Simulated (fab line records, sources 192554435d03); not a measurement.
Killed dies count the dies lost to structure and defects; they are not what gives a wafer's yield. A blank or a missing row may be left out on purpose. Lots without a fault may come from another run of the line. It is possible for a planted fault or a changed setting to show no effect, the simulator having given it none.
Chamber matching ; flow n5_finfet ; rie_diel-05 running N5_HKMG_FIN_ETCH_35: 4 sister chambers
The step etches SOC in N2/H2, target depth 215.8 nm, time 243.4 s. 8 wafers are shown with their chamber, then 10 later ones without.

## WAFERS PAIRED WITH THEIR CHAMBERS
wafer;chamber;drypump_motor_current_A (A);showerhead_plenum_p_Torr (Torr)
L085.3;0;4.8;2.41
L085.4;1;5.3;2.41
L085.6;2;5.3;2.59
L088.1;3;6.3;2.62
L088.2;0;4.8;2.41
L088.3;1;5.3;2.40
L088.4;2;5.3;2.58
L088.5;3;6.4;2.62

## WAFERS MISSING THEIR CHAMBER
wafer;drypump_motor_current_A (A);showerhead_plenum_p_Torr (Torr)
L088.6;4.8;2.41
L091.2;4.8;2.40
L091.3;5.3;2.58
L091.4;4.8;2.40
L094.1;6.3;2.61
L094.4;5.3;2.72
L094.6;6.3;2.61
L095.1;5.3;2.58
L095.3;4.8;2.40
L095.4;5.3;2.72

## WHICH CHAMBER EACH WENT THROUGH
wafer;from the rows above;in truth
L088.6;0;0
L091.2;0;0
L091.3;2;2
L091.4;0;0
L094.1;3;3
L094.4;2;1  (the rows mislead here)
L094.6;3;3
L095.1;2;2
L095.3;0;0
L095.4;2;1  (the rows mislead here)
8 of 10 placed correctly. Number that these rows cannot place: 0. Placed wrongly: 2.
How it was worked out, from the rows above alone: a wafer's distance from a chamber is the root of the sum, over the readings, of the square of ((its reading less the chamber's mean) divided by the reading's scatter). The wafer belongs to the nearest chamber; if the next one is less than 2 further off, it can't be placed. For every chamber, the mean is computed from those of its wafers that are shown. The scatter: take each reading less its chamber's mean, square it, sum over the shown wafers, divide by the number of wafers less the number of chambers, and take the root.
